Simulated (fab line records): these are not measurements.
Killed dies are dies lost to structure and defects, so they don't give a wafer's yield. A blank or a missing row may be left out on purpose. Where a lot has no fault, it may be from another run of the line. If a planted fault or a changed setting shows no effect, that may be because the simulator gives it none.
Chamber matching || flow n5_finfet || N5_FIN_SAQP_ETCH_65 on rie_si-02: 4 sister chambers
The step etches SiO2 in CF4, target depth 4 nm, time 4.4 s. 14 wafers are shown with their chamber, then 6 later ones without.

== WAFERS, EACH WITH ITS CHAMBER ==
{"wafer": "L986.1", "chamber": 3, "drypump_motor_current_A (A)": 6.8, "throttle_valve_pct (%)": 21.91, "oes_product_au (a.u.)": 0.991}
{"wafer": "L986.6", "chamber": 1, "drypump_motor_current_A (A)": 5.5, "throttle_valve_pct (%)": 21.82, "oes_product_au (a.u.)": 1.010}
{"wafer": "L989.1", "chamber": 0, "drypump_motor_current_A (A)": 6.1, "throttle_valve_pct (%)": 22.01, "oes_product_au (a.u.)": 1.032}
{"wafer": "L989.5", "chamber": 1, "drypump_motor_current_A (A)": 5.5, "throttle_valve_pct (%)": 21.82, "oes_product_au (a.u.)": 1.003}
{"wafer": "L989.6", "chamber": 3, "drypump_motor_current_A (A)": 6.8, "throttle_valve_pct (%)": 21.89, "oes_product_au (a.u.)": 0.987}
{"wafer": "L990.1", "chamber": 0, "drypump_motor_current_A (A)": 6.1, "throttle_valve_pct (%)": 22.01, "oes_product_au (a.u.)": 1.024}
{"wafer": "L990.5", "chamber": 2, "drypump_motor_current_A (A)": 6.2, "throttle_valve_pct (%)": 21.88, "oes_product_au (a.u.)": 1.010}
{"wafer": "L990.6", "chamber": 3, "drypump_motor_current_A (A)": 6.8, "throttle_valve_pct (%)": 21.89, "oes_product_au (a.u.)": 0.974}
{"wafer": "L994.1", "chamber": 3, "drypump_motor_current_A (A)": 6.8, "throttle_valve_pct (%)": 21.90, "oes_product_au (a.u.)": 0.985}
{"wafer": "L994.3", "chamber": 0, "drypump_motor_current_A (A)": 6.2, "throttle_valve_pct (%)": 21.99, "oes_product_au (a.u.)": 1.011}
{"wafer": "L994.5", "chamber": 0, "drypump_motor_current_A (A)": 6.2, "throttle_valve_pct (%)": 21.99, "oes_product_au (a.u.)": 1.031}
{"wafer": "L996.1", "chamber": 1, "drypump_motor_current_A (A)": 5.6, "throttle_valve_pct (%)": 21.83, "oes_product_au (a.u.)": 1.003}
{"wafer": "L996.2", "chamber": 3, "drypump_motor_current_A (A)": 6.8, "throttle_valve_pct (%)": 21.91, "oes_product_au (a.u.)": 0.979}
{"wafer": "L996.5", "chamber": 2, "drypump_motor_current_A (A)": 6.2, "throttle_valve_pct (%)": 21.89, "oes_product_au (a.u.)": 1.011}

SIGNATURES, as means of the wafers listed above
{"reading": "drypump_motor_current_A", "chamber 0": 6.150, "chamber 1": 5.533, "chamber 2": 6.200, "chamber 3": 6.800, "scatter within a chamber": 0.0408}
{"reading": "throttle_valve_pct", "chamber 0": 22.0000, "chamber 1": 21.8233, "chamber 2": 21.8850, "chamber 3": 21.9000, "scatter within a chamber": 0.00957}
{"reading": "oes_product_au", "chamber 0": 1.02450, "chamber 1": 1.00533, "chamber 2": 1.01050, "chamber 3": 0.98320, "scatter within a chamber": 0.00704}
Rule: for a wafer and a chamber, the distance is found by dividing, reading by reading, the gap between the wafer's reading and the chamber's mean by the reading's scatter, squaring, summing and taking the root. The wafer belongs to the nearest chamber; if the next one is less than 2 further off, it can't be placed. The scatter: the root of (the sum of the squares of (reading less its chamber's mean) over the shown wafers, divided by (wafers less chambers)).

== WAFERS WITHOUT THEIR CHAMBER ==
{"wafer": "L998.1", "drypump_motor_current_A (A)": 5.5, "throttle_valve_pct (%)": 21.82, "oes_product_au (a.u.)": 1.013}
{"wafer": "L998.2", "drypump_motor_current_A (A)": 6.1, "throttle_valve_pct (%)": 22.01, "oes_product_au (a.u.)": 1.042}
{"wafer": "L998.3", "drypump_motor_current_A (A)": 6.2, "throttle_valve_pct (%)": 21.89, "oes_product_au (a.u.)": 1.016}
{"wafer": "L102.1", "drypump_motor_current_A (A)": 5.5, "throttle_valve_pct (%)": 21.82, "oes_product_au (a.u.)": 1.014}
{"wafer": "L102.2", "drypump_motor_current_A (A)": 6.8, "throttle_valve_pct (%)": 21.90, "oes_product_au (a.u.)": 0.974}
{"wafer": "L102.5", "drypump_motor_current_A (A)": 5.5, "throttle_valve_pct (%)": 21.82, "oes_product_au (a.u.)": 1.021}

== CHAMBER TAKEN BY EACH ==
{"wafer": "L998.1", "from the rows above": 1, "in truth": 1}
{"wafer": "L998.2", "from the rows above": 0, "in truth": 0}
{"wafer": "L998.3", "from the rows above": 2, "in truth": 2}
{"wafer": "L102.1", "from the rows above": 1, "in truth": 1}
{"wafer": "L102.2", "from the rows above": 3, "in truth": 3}
{"wafer": "L102.5", "from the rows above": 1, "in truth": 1}
Placed correctly: 6 of 6. Left unplaced by these rows: 0. Placed wrongly: 0.
